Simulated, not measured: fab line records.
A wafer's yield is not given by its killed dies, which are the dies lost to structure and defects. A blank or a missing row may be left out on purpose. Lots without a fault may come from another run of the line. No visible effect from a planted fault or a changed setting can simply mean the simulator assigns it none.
fab line records	flow nandHarc
record: lots: 6	wafers: 18	lastDay: 33
route steps=1302 shown A_M1@1181 A_BONDPAD@1202 END@1302
lots with no fault: from the same line, run without faults
startH: hours from the record's first day to the start of the lot's first wafer shown	waitH: hours from the lot's prior step to this one	" same as the row above	L1.1+2: a single row standing in for several wafers	- no value, or no start given	* or withheld: withheld	< > ~ a bound
route shown NAME@n: names a module that has steps shown in the file, with the first one's number in the route	usual: mean and standard deviation over wafers with no fault	same: alike in all rows	chamber/n: place in a boat	sites: the reading at each site	_std_site: the standard deviation of these	_edge_site: outer sites' mean less inner sites'	radiusMm: for every site, how far away it sits from the centre of the wafer	mask NAME#n: copy n	behind: the last tool/chamber to shape the wafer	hold: what put the lot on hold/how long, in hours/how the hold closed	device: transistor that didn't switch, given as n, p or np	end of line: at the end of the route, the tests of the same wafers	step lacking rows: just its recipe	killed: dies that structure and defects cost at the first sort, which is not the same as the wafer's yield	map: per-die view of a wafer (x killed, . not killed, _ where there is no die)
set.NAME: the setting the step ran with; set.NAME@STEP: the setting that earlier step ran with	model.NAME: the simulator's own value behind a step, which no gauge read
lots at selected steps of the route; one table per step, one row per wafer
services: a tool's chamber out of use, with start hour (startH, from the record's first day; less than 0 if before it), hours out, and reason
== steps ==
step: NHARC_A_M1_INSPECT_11
usual: rawDefectCount: 80/38
lot.wafer	tool	chamber	startH	waitH	rawDefectCount
L284.2	defectInspect-02	-	587.89	0.0	21
L284.3	"	-	"	"	25
L284.4	"	-	"	"	39
L287.3	defectInspect-01	-	599.12	0.0	116
L287.4	"	-	"	"	135
L287.5	"	-	"	"	116
L288.3	defectInspect-01	-	614.07	0.0	35
L288.4	"	-	"	"	35
L288.5	"	-	"	"	44
L298.2	defectInspect-02	-	713.16	0.0	81
L298.3	"	-	"	"	74
L298.5	"	-	"	"	84
L301.1	defectInspect-01	-	740.15	0.0	89
L301.5	"	-	"	"	77
L301.6	"	-	"	"	75
L300.2	defectInspect-01	-	743.27	0.0	30
L300.3	"	-	"	"	30
L300.6	"	-	"	"	33
step: NHARC_A_M1_DESCUM_14
recipe: timeS: 3	o2FlowSccm: 200	arFlowSccm: 0	biasPowerW: 0	chemistry: O2
step: NHARC_A_M1_ETCH_35
recipe: targetDepthA: 400	overetchA: 120	timeS: 43.94	ionEnergyEv: 200	n2FlowSccm: 150	h2FlowSccm: 150	arFlowSccm: 0	rfW: 400	biasW: 150	chemistry: N2/H2
step: NHARC_A_M1_ETCH_15
recipe: targetDepthA: 1825	timeS: 91.2	c4f8FlowSccm: withheld	arFlowSccm: 400	rfW: 600	biasW: 300	chemistry: C4F8/Ar
usual: oesProductAu: 0.948/0.021	rfVppV: 441/3.1
lot.wafer	tool	chamber	startH	waitH	oesProductAu	rfHoursCounterH	rfVppV
L284.2	rieDiel-11	2	-	-	0.924	4.2	437
L284.3	"	0	"	"	0.925	4.3	445
L284.4	"	1	"	"	0.940	3.3	443
L287.3	rieDiel-05	0	-	-	0.935	0.2	438
L287.4	"	3	"	"	0.963	0.2	439
L287.5	"	0	"	"	0.948	-	438
L288.4	rieDiel-05	1	-	-	0.974	1.4	444
L288.3	"	0	"	"	0.939	1.7	438
L288.5	"	2	"	"	0.984	-	442
L298.3	rieDiel-11	0	-	-	0.934	2.9	445
L298.2	"	1	"	"	0.920	3.1	439
L298.5	"	0	"	"	0.938	-	444
L301.1	rieDiel-11	0	-	-	0.974	3.6	445
L301.6	"	0	"	"	0.960	-	444
L301.5	"	1	"	"	0.974	-	440
L300.2	rieDiel-08	0	-	-	0.980	0.3	441
L300.3	"	2	"	"	0.963	0.3	441
L300.6	"	1	"	"	0.955	-	439
step: NHARC_A_M1_CD_MEAS_16
usual: cdNm: 120.2/0.97
lot.wafer	tool	chamber	startH	waitH	cdNm
L284.2	cdSem-02	-	588.72	-	118.8
L284.3	"	-	"	"	120.6
L284.4	"	-	"	"	120.7
L287.3	cdSem-03	-	599.50	-	121.3
L287.4	"	-	"	"	119.5
L287.5	"	-	"	"	119.4
L288.3	cdSem-03	-	614.44	-	120.7
L288.4	"	-	"	"	119.5
L288.5	"	-	"	"	118.1
L298.2	cdSem-03	-	713.53	-	120.9
L298.3	"	-	"	"	118.5
L298.5	"	-	"	"	120.6
L301.1	cdSem-01	-	740.51	-	120.8
L301.5	"	-	"	"	120.2
L301.6	"	-	"	"	119.5
L300.2	cdSem-02	-	743.64	-	121.8
L300.3	"	-	"	"	120.0
L300.6	"	-	"	"	118.9
step: NHARC_A_M1_STRIP_18
recipe: powerW: 1000	n2FlowSccm: 150	h2FlowSccm: 150	arFlowSccm: 0	biasW: 0	chemistry: N2/H2
step: NHARC_A_M1_ETCH_28
recipe: targetDepthA: 300	overEtchFrac: 0.3	timeS: 72.99	ionEnergyEv: 150	cf4FlowSccm: 50	n2FlowSccm: 100	arFlowSccm: 150	rfW: 300	biasW: 100	chemistry: CF4/N2
usual: drypumpMotorCurrentA: 5.8/0.39	oesProductAu: 0.997/0.011	rfVppV: 314.6/2.1	showerheadPlenumPTorr: 2.65/0.12	throttleValvePct: 19.794/0.0096
same: overEtchFrac: 0.3
lot.wafer	tool	chamber	startH	waitH	drypumpMotorCurrentA	oesProductAu	rfHoursCounterH	rfVppV	showerheadPlenumPTorr	throttleValvePct
L284.4	rieDiel-08	2	-	-	6.0	1.008	1.9	315.3	2.62	19.794
L284.2	"	3	"	"	5.9	1.004	2.3	316.5	2.75	19.793
L284.3	"	1	"	"	5.3	0.969	1.7	314.0	2.51	19.795
L287.3	rieDiel-08	1	-	-	5.3	0.985	2.3	310.9	2.51	19.782
L287.4	"	2	"	"	6.0	1.004	2.6	314.1	2.62	19.815
L287.5	"	1	"	"	5.3	0.980	-	312.9	2.51	19.791
L288.4	rieDiel-08	2	-	-	6.0	1.002	4.3	313.7	2.62	19.793
L288.3	"	0	"	"	5.5	0.992	4.3	311.7	2.62	19.808
L288.5	"	2	"	"	6.0	0.996	-	314.6	2.62	19.780
L298.2	rieDiel-08	1	-	-	5.3	0.982	8.7	312.0	2.51	19.786
L298.3	"	0	"	"	5.5	0.994	8.6	314.9	2.61	19.794
L298.5	"	1	"	"	5.3	0.978	-	312.1	2.51	19.789
L301.1	rieDiel-08	2	-	-	6.0	1.005	0.3	314.0	2.62	19.793
L301.6	"	3	"	"	5.8	0.990	-	316.6	2.75	19.790
L301.5	"	0	"	"	5.6	0.996	-	313.9	2.61	19.793
L300.3	rieDiel-11	2	-	-	5.9	0.998	3.8	310.2	2.45	19.794
L300.2	"	3	"	"	6.3	0.999	3.6	317.5	2.80	19.815
L300.6	"	1	"	"	6.0	0.984	-	313.6	2.60	19.795
step: NHARC_A_M1_STRIP_19
recipe: timeS: 600	tempC: 30	chemistry: postEtchResidueRemover
step: NHARC_A_M1_DEGAS_29
recipe: tempC: 250	timeS: 60
step: NHARC_A_M1_PRE_CLEAN_30
recipe: timeS: 30	tempC: 280	gas: H2/He
step: NHARC_A_M1_PVD_20
recipe: targetThkA: 50	biasV: 168.6	powerW: 15000	chamberPressurePa: 0.12	timeS: 8.06	substrateTempC: 50	material: TaN
step: NHARC_A_M1_PVD_21
recipe: targetThkA: 300	chamberPressurePa: 5	powerW: 5000	substrateTempC: 30	timeS: 20.49	material: Cu
step: NHARC_A_M1_ECD_22
recipe: targetThkA: 4000	bathTempC: 25	material: Cu
lot.wafer	tool	chamber	startH	waitH
L284.2+4+3	ecdCu-01	0,1,0	589.90	-
L287.4+3+5	ecdCu-01	1,0,1	600.66	-
L288.4+3+5	ecdCu-01	0,1,1	615.61	-
L298.2+3+5	ecdCu-02	0	714.63	-
L301.1+6+5	ecdCu-02	1,0,1	741.70	-
L300.2+3+6	ecdCu-02	0,0,1	744.77	-
step: NHARC_A_M1_ANNEAL_31
recipe: tempC: 225	timeS: 90
step: NHARC_A_M1_CMP_23
recipe: tOverpolishS: 20	targetThkNm: 154.34
step: NHARC_A_M1_THK_MEAS_24
recipe: thkMeasGauge: xrf
usual: thkNm: 154.6/1.6
lot.wafer	tool	chamber	startH	waitH	thkNm
L284.2	filmMetro-01	-	591.00	-	153.5
L284.3	"	-	"	"	155.7
L284.4	"	-	"	"	154.2
L287.3	filmMetro-02	-	601.61	-	156.1
L287.4	"	-	"	"	154.6
L287.5	"	-	"	"	154.9
L288.3	filmMetro-02	-	616.55	-	153.8
L288.4	"	-	"	"	155.0
L288.5	"	-	"	"	154.4
L298.2	filmMetro-01	-	715.68	-	153.4
L298.3	"	-	"	"	157.0
L298.5	"	-	"	"	156.6
L301.1	filmMetro-02	-	742.68	-	153.0
L301.5	"	-	"	"	156.0
L301.6	"	-	"	"	153.7
L300.2	filmMetro-01	-	745.76	-	155.0
L300.3	"	-	"	"	151.1
L300.6	"	-	"	"	152.1
step: NHARC_A_M1_SRD_25
step: NHARC_A_M1_PRE_CLEAN_32
recipe: timeS: 12	tempC: 370	rfPowerW: 300	gas: NH3
step: NHARC_A_M1_DEP_33
recipe: targetThkA: 300	tempC: 370	targetThkNm: 30	pressureTorr: 3	flowSccm: 200	rfW: 450	material: SiCN
step: NHARC_A_BONDPAD_DEP_00
recipe: targetThkA: 2500	tempC: 370	targetThkNm: 250	pressureTorr: 3	flowSccm: 200	rfW: 450	material: SiCN
step: NHARC_A_BONDPAD_CMP_29
recipe: targetThkNm: 200	material: SiCN
usual: edgeZonePressureFrac: 1.001/0.0049	motorCurrentA: 11.9/0.56
lot.wafer	tool	chamber	startH	waitH	edgeZonePressureFrac	motorCurrentA
L284.4	cmp-03	2	592.43	-	0.995	11.6
L284.3	"	3	"	"	1.004	11.7
L284.2	"	0	"	"	1.001	11.4
L287.4	cmp-03	3	602.90	-	1.010	11.4
L287.3	"	0	"	"	0.999	12.5
L287.5	"	2	"	"	1.004	11.3
L288.3	cmp-04	1	617.95	0.3	1.013	12.4
L288.4	"	2	"	"	0.999	12.5
L288.5	"	2	"	"	1.000	11.9
L298.2	cmp-03	0	717.09	0.5	1.013	12.2
L298.3	"	1	"	"	1.005	12.2
L298.5	"	1	"	"	1.002	11.2
L301.1	cmp-03	3	744.00	-	1.000	11.9
L301.6	"	1	"	"	1.002	11.0
L301.5	"	2	"	"	1.002	11.7
L300.3	cmp-01	1	747.18	0.3	1.006	12.1
L300.2	"	2	"	"	1.003	11.8
L300.6	"	0	"	"	0.993	11.1
step: NHARC_A_BONDPAD_THK_MEAS_30
recipe: thkMeasGauge: ellipsometry
usual: thkNm: 199.9/1.6
lot.wafer	tool	chamber	startH	waitH	thkNm
L284.2	filmMetro-01	-	592.68	0.2	198.6
L284.3	"	-	"	"	203.0
L284.4	"	-	"	"	200.8
L287.3	filmMetro-01	-	603.13	0.2	201.1
L287.4	"	-	"	"	201.2
L287.5	"	-	"	"	198.7
L288.3	filmMetro-01	-	618.20	0.2	201.1
L288.4	"	-	"	"	199.5
L288.5	"	-	"	"	202.2
L298.2	filmMetro-01	-	717.35	0.2	200.6
L298.3	"	-	"	"	199.6
L298.5	"	-	"	"	201.9
L301.1	filmMetro-02	-	744.20	0.2	202.3
L301.5	"	-	"	"	200.1
L301.6	"	-	"	"	200.9
L300.2	filmMetro-01	-	747.41	0.2	198.4
L300.3	"	-	"	"	201.6
L300.6	"	-	"	"	198.0
step: NHARC_A_BONDPAD_SRD_31
step: NHARC_A_BONDPAD_DEHYDRATE_01
recipe: tempC: 150	timeS: 120
step: NHARC_A_BONDPAD_HMDS_02
recipe: timeS: 30
step: NHARC_A_BONDPAD_COAT_33
recipe: tempC: 200	timeS: 65
step: NHARC_A_BONDPAD_COAT_03
recipe: spinRpm: 2000	resistThkNm: 600
step: NHARC_A_BONDPAD_SOFTBAKE_04
recipe: tempC: 125	timeS: 70
step: NHARC_A_BONDPAD_EBR_05
step: NHARC_A_BONDPAD_EXPOSE_06
recipe: na: 0.55	doseMj: 36.99	maskId: A_BPAD
step: NHARC_A_BONDPAD_PEB_07
recipe: pebTempC: 128	pebTimeS: 80
step: NHARC_A_BONDPAD_DEVELOP_08
recipe: timeS: 50	devTempC: 22
step: NHARC_A_BONDPAD_CD_MEAS_09
recipe: targetCdNm: 500	landingEnergyEv: 500
usual: cdNm: 500.6/2.5
lot.wafer	tool	chamber	startH	waitH	cdNm
L284.2	cdSem-02	0	593.12	-	498.7
L284.3	"	0	"	"	501.6
L284.4	"	0	"	"	496.9
L287.3	cdSem-03	0	603.70	-	502.0
L287.4	"	0	"	"	500.3
L287.5	"	0	"	"	505.3
L288.3	cdSem-01	0	618.77	-	504.4
L288.4	"	0	"	"	505.6
L288.5	"	0	"	"	500.3
L298.2	cdSem-02	0	717.94	-	499.9
L298.3	"	0	"	"	498.9
L298.5	"	0	"	"	498.5
L301.1	cdSem-03	0	744.78	-	500.9
L301.5	"	0	"	"	501.2
L301.6	"	0	"	"	503.8
L300.2	cdSem-03	0	748.00	-	502.3
L300.3	"	0	"	"	502.9
L300.6	"	0	"	"	500.2
step: NHARC_A_BONDPAD_OVL_MEAS_35
usual: overlayXNm: 0/5.3	overlayYNm: -1/5.5
lot.wafer	tool	chamber	startH	waitH	overlayXNm	overlayYNm
L284.2	overlay-01	-	593.20	-	-5	0
L284.3	"	-	"	"	-5	0
L284.4	"	-	"	"	-4	1
L287.3	overlay-02	-	603.78	-	-5	-3
L287.4	"	-	"	"	-5	-3
L287.5	"	-	"	"	-5	-3
L288.3	overlay-02	-	618.85	-	-3	-3
L288.4	"	-	"	"	-3	-3
L288.5	"	-	"	"	-3	-4
L298.2	overlay-02	-	718.02	-	1	5
L298.3	"	-	"	"	1	5
L298.5	"	-	"	"	1	5
L301.1	overlay-01	-	744.87	-	-1	-3
L301.5	"	-	"	"	-1	-4
L301.6	"	-	"	"	-1	-4
L300.2	overlay-02	-	748.08	-	-1	-7
L300.3	"	-	"	"	0	-7
L300.6	"	-	"	"	-1	-7
step: NHARC_A_BONDPAD_HARDBAKE_10
recipe: tempC: 118	timeS: 65
step: NHARC_A_BONDPAD_DESCUM_11
recipe: timeS: 3	o2FlowSccm: 200	arFlowSccm: 0	biasPowerW: 0	chemistry: O2
step: NHARC_A_BONDPAD_ETCH_34
recipe: targetDepthA: 600	overetchA: 180	timeS: 65.91	ionEnergyEv: 200	n2FlowSccm: 150	h2FlowSccm: 150	arFlowSccm: 0	rfW: 400	biasW: 150	chemistry: N2/H2
usual: drypumpMotorCurrentA: 5.9/0.32	oesProductAu: 1.000/0.013	rfVppV: 430/3.2	showerheadPlenumPTorr: 2.03/0.11	throttleValvePct: 14.170/0.0094
lot.wafer	tool	chamber	startH	waitH	drypumpMotorCurrentA	oesProductAu	rfHoursCounterH	rfVppV	showerheadPlenumPTorr	throttleValvePct
L284.4	rieDiel-07	3	593.41	0.1	5.8	1.022	4	434	2.19	14.183
L284.2	"	0	"	"	6.3	1.008	4	432	2.13	14.161
L284.3	"	1	"	"	5.9	1.013	4	429	1.96	14.183
L287.3	rieDiel-07	1	604.02	0.1	5.9	1.000	4	428	1.96	14.172
L287.5	"	2	"	"	5.7	1.000	-	429	1.96	14.165
L287.4	"	3	"	"	5.8	1.010	-	433	2.19	14.164
L288.3	rieDiel-02	1	619.09	0.1	5.7	0.997	6	428	1.90	14.173
L288.4	"	0	"	"	6.0	1.003	-	434	2.16	14.186
L288.5	"	1	"	"	5.7	0.991	-	426	1.90	14.166
L298.2	rieDiel-07	1	718.24	0.1	6.0	1.015	1	429	1.96	14.183
L298.3	"	3	"	"	5.8	1.021	1	436	2.19	14.167
L298.5	"	0	"	"	6.3	0.994	-	432	2.13	14.178
L301.1	rieDiel-02	0	745.13	0.1	6.0	0.999	26	433	2.15	14.169
L301.5	"	1	"	"	5.7	1.000	-	426	1.89	14.174
L301.6	"	2	"	"	5.8	1.014	-	425	1.88	14.180
L300.2	rieDiel-01	0	748.30	0.1	5.1	1.012	1	429	1.97	14.175
L300.3	"	1	"	"	6.4	0.979	1	432	2.06	14.159
L300.6	"	3	"	"	5.2	0.977	-	425	1.89	14.167
step: NHARC_A_BONDPAD_ETCH_12
recipe: targetDepthA: 2200	timeS: 110	chf3FlowSccm: 50	o2FlowSccm: 10	arFlowSccm: 200	rfW: 500	biasW: 200	chemistry: CHF3/O2
usual: drypumpMotorCurrentA: 5.88/0.29	oesProductAu: 0.949/0.029	rfVppV: 370.4/2.7	showerheadPlenumPTorr: 2.40/0.12	throttleValvePct: 20.575/0.0092
lot.wafer	tool	chamber	startH	waitH	drypumpMotorCurrentA	oesProductAu	rfHoursCounterH	rfVppV	showerheadPlenumPTorr	throttleValvePct
L284.2	rieDiel-07	0	-	-	6.34	0.960	4	372.8	2.50	20.559
L284.4	"	2	"	"	5.68	0.964	3	368.5	2.31	20.571
L284.3	"	3	"	"	5.83	0.980	4	374.1	2.57	20.590
L287.3	rieDiel-07	2	-	-	5.71	0.917	3	368.8	2.31	20.575
L287.4	"	3	"	"	5.81	0.939	-	374.2	2.57	20.576
L287.5	"	2	"	"	5.68	0.916	-	369.0	2.31	20.571
L288.3	rieDiel-02	2	-	-	5.79	0.933	6	366.4	2.23	20.589
L288.5	"	2	"	"	5.82	0.936	-	367.3	2.23	20.588
L288.4	"	1	"	"	5.69	0.916	-	367.7	2.25	20.571
L298.2	rieDiel-07	3	-	-	5.83	0.977	1	373.7	2.57	20.568
L298.3	"	2	"	"	5.70	0.935	1	368.0	2.31	20.573
L298.5	"	3	"	"	5.82	0.979	-	375.4	2.57	20.576
L301.1	rieDiel-02	1	-	-	5.68	0.916	28	366.4	2.24	20.577
L301.6	"	3	"	"	5.85	0.908	-	366.7	2.25	20.578
L301.5	"	0	"	"	5.98	0.911	-	372.4	2.52	20.582
L300.2	rieDiel-07	3	748.41	-	5.82	1.033	2	374.6	2.57	20.586
L300.3	"	2	"	"	5.69	1.003	2	368.1	2.31	20.586
L300.6	"	1	"	"	5.96	1.001	-	369.0	2.32	20.574
step: NHARC_A_BONDPAD_CD_MEAS_13
usual: cdNm: 499.8/2.7
lot.wafer	tool	chamber	startH	waitH	cdNm
L284.2	cdSem-01	-	593.65	-	497.7
L284.3	"	-	"	"	501.4
L284.4	"	-	"	"	496.5
L287.3	cdSem-01	-	604.27	-	501.6
L287.4	"	-	"	"	499.7
L287.5	"	-	"	"	503.6
L288.3	cdSem-03	-	619.35	-	503.2
L288.4	"	-	"	"	505.3
L288.5	"	-	"	"	499.7
L298.2	cdSem-02	-	718.47	-	500.8
L298.3	"	-	"	"	497.5
L298.5	"	-	"	"	497.4
L301.1	cdSem-02	-	745.34	-	497.8
L301.5	"	-	"	"	499.3
L301.6	"	-	"	"	502.6
L300.2	cdSem-02	-	748.57	-	501.7
L300.3	"	-	"	"	503.1
L300.6	"	-	"	"	501.7
step: NHARC_A_BONDPAD_STRIP_15
recipe: o2FlowSccm: 500	arFlowSccm: 0	biasW: 0	chemistry: O2
step: NHARC_END_SORT_01
recipe: tempC: 25
usual: defectLimitedYield: 92.3/2.7	killedAtArray: 47/18	killedAtOther: 0.9/1.1	killedAtPeriphery: 4/3.1	killedDies: 52/18	killedOpen: 3.1/1.5	killedShort: 2.4/1.5	sort_bin_2_pct: 2.7/1.2	sort_bin_3_pct: 0.6/0.38	sort_bin_4_pct: 4.5/1.5	sortNPass: 625/18	sortRimYieldPct: 89/4.5	sortYieldPct: 92.3/2.7
same: grossDies: 677	sort_bin_5_pct[%]: 0	sort_bin_6_pct[%]: 0	sort_bin_7_pct[%]: 0	sort_bin_8_pct[%]: 0	sortRimNGross: 106.00
lot.wafer	tool	chamber	startH	waitH	defectLimitedYield[%]	killedAtArray	killedAtOther	killedAtPeriphery	killedDies	killedOpen	killedShort	sort_bin_2_pct[%]	sort_bin_3_pct[%]	sort_bin_4_pct[%]	sortNPass	sortRimYieldPct[%]	sortYieldPct[%]
L284.2	prober-02	0	624.76	2.8	96.2	19	3	4	26	5	2	1.3	0.3	2.2	651	95	96.2
L284.3	prober-02	0	625.55	3.1	94.7	26	2	8	36	7	1	1.3	0.4	3.5	641	97	94.7
L284.4	prober-02	0	626.33	3.4	93.6	33	3	7	43	3	3	3.0	0.1	3.2	634	87	93.6
L287.3	prober-01	0	641.19	3.1	17.1	559	0	2	561	1	0	37.7	9.7	35.5	116	14	17.1
L287.4	prober-01	0	641.97	3.4	88.3	68	0	11	79	5	2	4.1	0.6	6.9	598	86	88.3
L287.5	prober-01	0	642.76	3.7	89.5	63	0	8	71	5	4	3.2	0.6	6.6	606	78	89.5
L288.3	prober-02	0	654.77	3.1	94.7	31	1	4	36	5	3	1.6	0.1	3.5	641	93	94.7
L288.4	prober-02	0	655.57	3.4	14.6	577	0	1	578	0	0	37.5	10.2	37.7	99	15	14.6
L288.5	prober-02	0	656.36	3.7	94.2	36	1	2	39	2	1	1.3	0.1	4.3	638	92	94.2
L298.2	prober-01	0	750.90	2.8	90.7	62	1	0	63	2	2	3.0	0.9	5.5	614	85	90.7
L298.3	prober-01	0	751.70	3.1	91.9	52	1	2	55	2	1	2.1	0.3	5.8	622	91	91.9
L298.5	prober-01	0	753.30	3.7	91.3	57	1	1	59	4	6	3.5	0.6	4.6	618	87	91.3
killed by level:class
L284.2 A_CHANNEL_HOLE_D2:chamberFilmFlake=6 A_CHANNEL_FILL_D1:chamberFilmFlake=3 THIN_TSV:chamberFilmFlake=3 A_CONTACT:chamberFilmFlake=2 P_GATE:chamberFilmFlake=2 A_WL_FILL:chamberFilmFlake=2 P_CONTACT:geometricParticle:short=1 P_M1:geometricParticle:open=1
L284.3 P_GATE:chamberFilmFlake=7 A_CHANNEL_HOLE_D2:chamberFilmFlake=7 A_WL_FILL:chamberFilmFlake=4 A_CHANNEL_FILL_D1:chamberFilmFlake=3 A_SOURCE_PLATE:geometricParticle:open=2 A_DECK1_JOINT:geometricParticle:open=2 A_CONTACT:chamberFilmFlake=2 P_M2:geometricParticle:open=1
L284.4 A_CHANNEL_HOLE_D2:chamberFilmFlake=13 A_WL_FILL:chamberFilmFlake=6 P_GATE:chamberFilmFlake=5 A_CHANNEL_HOLE_D1:chamberFilmFlake=3 A_STAIRCASE:chamberFilmFlake=3 THIN_TSV:chamberFilmFlake=3 A_CHANNEL_FILL_D1:chamberFilmFlake=2 A_ONON_D1:geometricParticle:open=1
L287.3 A_M1:unspecified=525 A_CHANNEL_HOLE_D2:chamberFilmFlake=16 A_SLIT:chamberFilmFlake=13 A_CONTACT:chamberFilmFlake=3 A_CHANNEL_FILL_D1:geometricParticle:open=1 P_STI:chamberFilmFlake=1 P_CONTACT:chamberFilmFlake=1 A_CHANNEL_FILL_D2:chamberFilmFlake=1
L287.4 A_SLIT:chamberFilmFlake=26 A_CHANNEL_HOLE_D2:chamberFilmFlake=16 A_CONTACT:chamberFilmFlake=6 P_STI:chamberFilmFlake=5 P_CONTACT:chamberFilmFlake=5 A_DECK1_JOINT:chamberFilmFlake=5 A_WL_FILL:geometricParticle:open=2 A_STAIRCASE:chamberFilmFlake=2
L287.5 A_SLIT:chamberFilmFlake=25 A_CHANNEL_HOLE_D2:chamberFilmFlake=13 P_CONTACT:chamberFilmFlake=5 A_CONTACT:chamberFilmFlake=5 A_CHANNEL_HOLE_D1:chamberFilmFlake=3 A_CHANNEL_FILL_D2:chamberFilmFlake=3 P_STI:chamberFilmFlake=2 A_DECK1_JOINT:chamberFilmFlake=2
L288.3 A_CHANNEL_HOLE_D2:chamberFilmFlake=11 A_BLC:chamberFilmFlake=5 A_M0:geometricParticle:open=2 P_ZERO_WELL:chamberFilmFlake=2 P_CONTACT:chamberFilmFlake=2 A_CHANNEL_HOLE_D1:chamberFilmFlake=2 A_CONTACT:chamberFilmFlake=2 A_ONON_D1:geometricParticle:short=1
L288.4 A_M1:unspecified=567 A_CHANNEL_HOLE_D1:chamberFilmFlake=3 A_STAIRCASE:chamberFilmFlake=2 A_WL_FILL:chamberFilmFlake=2 P_ZERO_WELL:chamberFilmFlake=1 A_CHANNEL_HOLE_D2:chamberFilmFlake=1 A_SLIT:chamberFilmFlake=1 A_CONTACT:chamberFilmFlake=1
L288.5 A_CHANNEL_HOLE_D2:chamberFilmFlake=11 A_BLC:chamberFilmFlake=8 A_CHANNEL_HOLE_D1:chamberFilmFlake=6 A_CONTACT:chamberFilmFlake=4 A_SLIT:chamberFilmFlake=3 P_M0:geometricParticle:open=1 A_WL_FILL:geometricParticle:short=1 A_CONTACT:geometricParticle:open=1
L298.2 A_CHANNEL_HOLE_D2:chamberFilmFlake=18 A_CHANNEL_HOLE_D1:chamberFilmFlake=10 A_SLIT:chamberFilmFlake=8 A_STAIRCASE:chamberFilmFlake=7 A_ZERO_WELL:chamberFilmFlake=4 A_WL_FILL:chamberFilmFlake=4 A_M0:chamberFilmFlake=4 A_CONTACT:chamberFilmFlake=3
L298.3 A_CHANNEL_HOLE_D2:chamberFilmFlake=16 A_CHANNEL_HOLE_D1:chamberFilmFlake=7 A_WL_FILL:chamberFilmFlake=6 A_STAIRCASE:chamberFilmFlake=6 A_M0:chamberFilmFlake=6 A_CONTACT:chamberFilmFlake=4 A_SLIT:chamberFilmFlake=3 A_SGD_CUT:chamberFilmFlake=2
L298.5 A_CHANNEL_HOLE_D2:chamberFilmFlake=20 A_CHANNEL_HOLE_D1:chamberFilmFlake=7 A_CONTACT:chamberFilmFlake=7 A_STAIRCASE:chamberFilmFlake=4 A_ONON_D2:geometricParticle:short=3 A_WL_FILL:chamberFilmFlake=3 A_M0:chamberFilmFlake=3 A_SGD_CUT:geometricParticle:short=2
map L287.3 (x killed, . not)
____________x____________
_________xxxxxxx_________
_______xx...x.xx.x_______
______.xx.xxxxxx.xx______
_____xxx.x.xxx.xxxx._____
____xx.xxxxx.xxx.xxxx____
____xxxxxxxxxxxxxx.xx____
___xxx.xx.x.x.x.xxxxx.___
___xxxxxxxxx.xxxx..xxx___
__xxxx.xxxx.x..x..xxxxx__
__.x..xxxxxx.xxxx.xxx.x__
_xxxxxxxxx..xxxxxxxxxxxx_
_xxxx.xxxxxx.xx.xxxxxxxx_
_.x...x..xxx.xx.xxxxxxxx_
_.xx.xxxxxxxxxxx..xx.x.x_
_xxxx..xxxxxxxxxxxxx.xxx_
xxxxxxxxx.xxxxxx.x.xxx..x
xxxx.xxxxxx...xx.xxxx.xxx
xxx.xxxxxxxxxxxxxx.xxxxx.
xxxxxxx.x.xxxxxxxx.x.xxxx
xxx.xxxx.xxxxxxxxx.xxxx..
_xx.xx.xx.xxx.xxxxxxxxxx_
_x.xxxxxxxxxx.x.xxxxxxxx_
_.xx.xxxxxxxx..xxxxxxxxx_
_x.xxx.xxxxxxx..xxxxxxxx_
_xxxxxxxx.xxxxxxxxxxxxx._
__xxxxxxxxxxxxxxxxxxxx.__
__xxxxxxxxxxxxxxx.xxxxx__
___xxx.xx.xxxxxxxxxxxx___
___xx..xxx.xxxxxx.xxxx___
____xxxxxx..xxxxxxxxx____
____xxx.xxx.xxxxxxxxx____
_____xxxxxxxxxxxx.xx_____
______xxxxxxx..xxxx______
_______xxxxxxxxxxx_______
_________xxxxx.._________
____________x____________
map L288.4 (x killed, . not)
____________x____________
_________xxxxxxx_________
_______xxxxxxxxxxx_______
______x..xxxxxxxxxx______
_____xxxxxxxxxx.xxxx_____
____xxxxxxxxx..xxx.xx____
____xxxxxxxxxxx.xxxx.____
___xx.xxxxxxx.xxxx..xx___
___x.xxxxxx..xxx.xxxxx___
__.xxxxxxxx.xxxxxxx.xxx__
__.xxx..xxxxxxx.xxx.xxx__
_xxx.xxxxxxxxxxxxx.xxxxx_
_x.xxxxxxxxxxxxx.xxxxxx._
_xx.xxxxxxxxxxxxx.x.xxxx_
_xxxxxx.xxxxxxxxxxxxxxxx_
_xx.xxxxxxxxxxxxxxxxx.xx_
xxxxxxxxxxxx..xxx..x.xxxx
xxxxxxxxxxxx.xxxxxxxxxxx.
xxxxxxxx.xx.xxxxxxxxxxxxx
xxxxxxxxxxxx...x..x.xxxxx
xxxxxxxxxxxxxxxxxxxxxxx.x
_.x.x.xxxx.xxxxxxxx.xx.._
_xx..xxxxx.xxxxxxx.x.xx._
_xxxxxxxxxxxxx..x.xxxxxx_
_xxxxxxxx..xxxxx..xxxxxx_
_x.xxxxxxxxxxxxxx.xx.xxx_
__xxxxxxx.xxxxx..xxx.xx__
__x.xx.xxxxxxxx.xx.xxxx__
___xx.xxxxxxxxx.x.xxxx___
___xx.xxxxxxxxxxxxxxxx___
____xxxxxxxxxxxxxxxxx____
____xxxxxxx.xxx..xxxx____
_____xxxxxxx..x.xx.._____
______xxx.xxxxxxx.x______
_______xxxxxxxxx.._______
_________xxxx.xx_________
____________x____________
== services ==
tool	chamber	startH	hours	kind
cmp-03	-	565.42	2.7	repair
rieDiel-05	2	569.75	7.2	repair
rieDiel-02	-	571.27	9.0	pm
cmp-03	-	583.77	0.7	repair
ecdCu-02	-	596.00	8.0	pm
rieDiel-07	0	600.08	6.3	repair
rieDiel-11	-	609.50	9.0	pm
rieDiel-02	3	610.42	14.1	repair
rieDiel-08	2	617.62	14.2	repair
cmp-03	-	619.62	1.4	repair
rieDiel-11	3	621.92	5.1	repair
rieDiel-11	1	634.95	1.9	repair
rieDiel-07	-	648.20	9.0	pm
cmp-03	-	652.00	4.0	pm
rieDiel-08	0	656.34	8.3	repair
ecdCu-01	-	656.78	4.6	repair
rieDiel-07	3	657.39	7.4	repair
rieDiel-07	1	666.89	9.8	repair
ecdCu-01	-	689.96	8.0	pm
rieDiel-07	1	711.37	2.9	repair
rieDiel-08	-	721.80	9.0	pm
rieDiel-08	0	745.03	34.5	repair
rieDiel-07	0	745.38	11.7	repair
rieDiel-11	0	748.29	28.6	repair
== key ==
firstSign: step: NHARC_END_SORT_01	reading: killedAtArray	direction: up	sigmas: 29	usual: 47	struck: 568
effect: step: NHARC_END_SORT_01	reading: killedDies	direction: up	sigmas: 28	usual: 52	struck: 570
moreKillsBornAt: NHARC_A_M1_ECD_22@ecdCu-01: 1092
metAt NHARC_A_M1_ECD_22
struckWafers L287.3,L288.4
onsetBetween 589.90 600.66
fault: kind: chamberParticleSource	tool: ecdCu-01	chamber: 0	onsetH: 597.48	steps: NHARC_A_M1_ECD_22	ratePerVisitCm2: 1.9637	endH: 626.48
